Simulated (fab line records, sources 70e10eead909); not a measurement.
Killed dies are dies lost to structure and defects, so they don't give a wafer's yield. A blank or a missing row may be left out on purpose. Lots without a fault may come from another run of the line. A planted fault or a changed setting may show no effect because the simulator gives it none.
Which tool did it? | flow nand_harc | 6 lots, 18 wafers sampled, at 1 step of a route of 1159

WHAT THE GAUGES READ, wafer by wafer
NHARC_A_BLC_INSPECT_28.
lot  | measured     | on                | raw_defect_count
L560 | day 18 01:10 | defect_inspect-01 | 644 388 385
L566 | day 18 16:28 | defect_inspect-02 | 333 337 448
L565 | day 19 01:57 | defect_inspect-02 | 750 569 571
L567 | day 19 21:17 | defect_inspect-02 | 431 580 780
L570 | day 20 06:52 | defect_inspect-01 | 340 343 350
L582 | day 23 14:25 | defect_inspect-02 | 417 413 473

WHICH TOOL RAN EACH LOT (tool, then ch and the chambers of the sampled wafers, then the start)
The record holds no process step before these readings.

THE ANSWER, worked out from the rows above alone
Rule: what is usual is taken from the lots themselves. Put in order of their means at a reading, lots are off if they are a third of the lots or fewer, leave a main group of 4 or more, and stand apart from it by a gap of 3 or more times the standard deviation of the main group's means; of several such gaps the widest counts. A main group whose means are all the same, to the digits that the tables above print for the reading, isn't used. A lot without any number at a reading at which 4 lots or more have one is off too. The other lots that the step has rows for count as sound.
No lot is off at any reading shown: from this, nothing can be told.

WHAT THE SIMULATOR HAD PUT IN
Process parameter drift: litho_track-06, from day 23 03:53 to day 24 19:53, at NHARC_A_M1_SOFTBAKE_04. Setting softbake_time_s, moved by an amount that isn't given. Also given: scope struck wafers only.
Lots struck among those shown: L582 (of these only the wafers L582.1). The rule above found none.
